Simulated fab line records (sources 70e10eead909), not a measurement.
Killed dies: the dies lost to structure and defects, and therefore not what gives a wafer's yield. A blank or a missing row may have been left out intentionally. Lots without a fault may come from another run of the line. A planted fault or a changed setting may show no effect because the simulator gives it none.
Which tool is to blame? ; flow nand_harc ; 12 lots with 36 wafers sampled at 6 steps, on a route of 1302 steps

## WHAT EACH GAUGE READ, for each wafer
NHARC_P_BONDPAD_THK_MEAS_33: measures by ellipsometry.
lot;measured;on;thk_nm (nm)
L075;day 6 21:21;film_metro-01;199.6 200.6 201.9
L077;day 7 15:16;film_metro-02;200.6 201.4 200.2
L079;day 8 12:46;film_metro-01;199.9 197.0 198.9
L081;day 9 12:49;film_metro-01;198.8 200.9 198.5
L083;day 10 11:08;film_metro-01;198.7 200.7 200.5
L085;day 11 04:52;film_metro-01;197.5 197.8 200.5
L087;day 11 20:41;film_metro-02;200.8 199.7 200.4
L089;day 13 00:05;film_metro-02;198.9 201.1 201.4
L091;day 13 11:27;film_metro-01;197.3 198.7 198.9
L093;day 14 17:52;film_metro-02;200.8 200.6 201.6
L095;day 15 11:23;film_metro-02;199.2 199.9 199.5
L097;day 15 22:54;film_metro-02;201.1 201.8 199.6

## EACH LOT AND THE TOOL THAT RAN IT (in order: tool; ch and the chambers of the sampled wafers; start)
lot;NHARC_P_GATE_HM_DEP_102;NHARC_P_GATE_DEGAS_109;NHARC_P_CONTACT_DESCUM_17;NHARC_P_M0_PVD_20;NHARC_P_M2_DEP_33
L075;acl_dep-02 ch 0, day 5 07:02;pvd_sputter-01, day 6 01:50;rie_diel-03 ch 0,3, day 6 04:37;pvd_sputter-01, day 6 20:10 or earlier;pecvd-04 ch 0,2, day 6 20:10
L077;acl_dep-02 ch 0, day 6 00:54;pvd_sputter-01, day 6 19:28;rie_diel-12 ch 0,1,2, day 6 22:28;pvd_sputter-03, day 7 14:16 or earlier;pecvd-04 ch 0,1,2, day 7 14:16
L079;acl_dep-01 ch 0, day 6 23:07;pvd_sputter-03, day 7 17:43;rie_diel-12 ch 0,3, day 7 20:28;pvd_sputter-01, day 8 11:47 or earlier;pecvd-01 ch 0,1, day 8 11:47
L081;acl_dep-03 ch 0, day 7 22:23;pvd_sputter-03, day 8 17:20;rie_diel-12 ch 1,2,3, day 8 20:01;pvd_sputter-02, day 9 11:43 or earlier;pecvd-01 ch 0,1,2, day 9 11:43
L083;acl_dep-03 ch 0, day 8 21:38;pvd_sputter-02, day 9 16:28;rie_diel-12 ch 1,2,3, day 9 19:13;pvd_sputter-02, day 10 10:09 or earlier;pecvd-04 ch 0,2, day 10 10:09
L085;acl_dep-01 ch 0, day 9 14:59;pvd_sputter-02, day 10 09:44;rie_diel-07 ch 1,2,3, day 10 12:35;pvd_sputter-03, day 11 03:52 or earlier;pecvd-03 ch 0,1, day 11 03:52
L087;acl_dep-02 ch 0, day 10 06:59;pvd_sputter-01, day 11 01:48;rie_diel-12 ch 1,2, day 11 04:28;pvd_sputter-02, day 11 19:39 or earlier;pecvd-01 ch 0,2, day 11 19:39
L089;acl_dep-01 ch 0, day 11 09:00;pvd_sputter-03, day 12 03:53;rie_diel-03 ch 0,1,2, day 12 06:32;pvd_sputter-01, day 12 22:44 or earlier;pecvd-01 ch 0,1,2, day 12 22:44
L091;acl_dep-01 ch 0, day 11 21:42;pvd_sputter-03, day 12 16:23;rie_diel-07 ch 0,1,2, day 12 19:08;pvd_sputter-03, day 13 10:24 or earlier;pecvd-04 ch 0,2, day 13 10:24
L093;acl_dep-02 ch 0, day 13 04:32;pvd_sputter-02, day 13 23:09;rie_diel-07 ch 0,1,3, day 14 01:48;pvd_sputter-03, day 14 16:53 or earlier;pecvd-01 ch 0,1,2, day 14 16:53
L095;acl_dep-02 ch 0, day 13 21:38;pvd_sputter-01, day 14 16:20;rie_diel-07 ch 0,1, day 14 19:04;pvd_sputter-01, day 15 10:21 or earlier;pecvd-03 ch 0,1, day 15 10:21
L097;acl_dep-01 ch 0, day 14 09:19;pvd_sputter-01, day 15 03:50;rie_diel-12 ch 1,2,3, day 15 06:29;pvd_sputter-02, day 15 21:55 or earlier;pecvd-03 ch 0,2, day 15 21:55
- NHARC_P_GATE_HM_DEP_102: deposits aC, target thk 120 nm.
- NHARC_P_GATE_DEGAS_109: time 60 s.
- NHARC_P_CONTACT_DESCUM_17: chemistry O2, time 3 s.
- NHARC_P_M0_PVD_20: deposits TaN, target thk 5 nm, time 8.06 s.
- NHARC_P_M2_DEP_33: deposits SiCN, target thk 30 nm.

## THE ANSWER, worked out from the rows above alone
Rule: the lots themselves supply what counts as usual. Put in order of their means at a reading, lots are off if they are a third of the lots or fewer, leave a main group of 4 or more, and stand apart from it by a gap of 3 or more times the standard deviation of the main group's means; of several such gaps the widest counts. A main group is skipped when, at the precision printed for the reading in the tables above, its means are all equal. Also off: a lot with no number at a reading for which 4 or more lots have one. Any other lot the step has rows for is counted as sound.
Across all readings shown, no lot is off: no conclusion can be drawn from this.

## WHAT WAS PUT IN BY THE SIMULATOR
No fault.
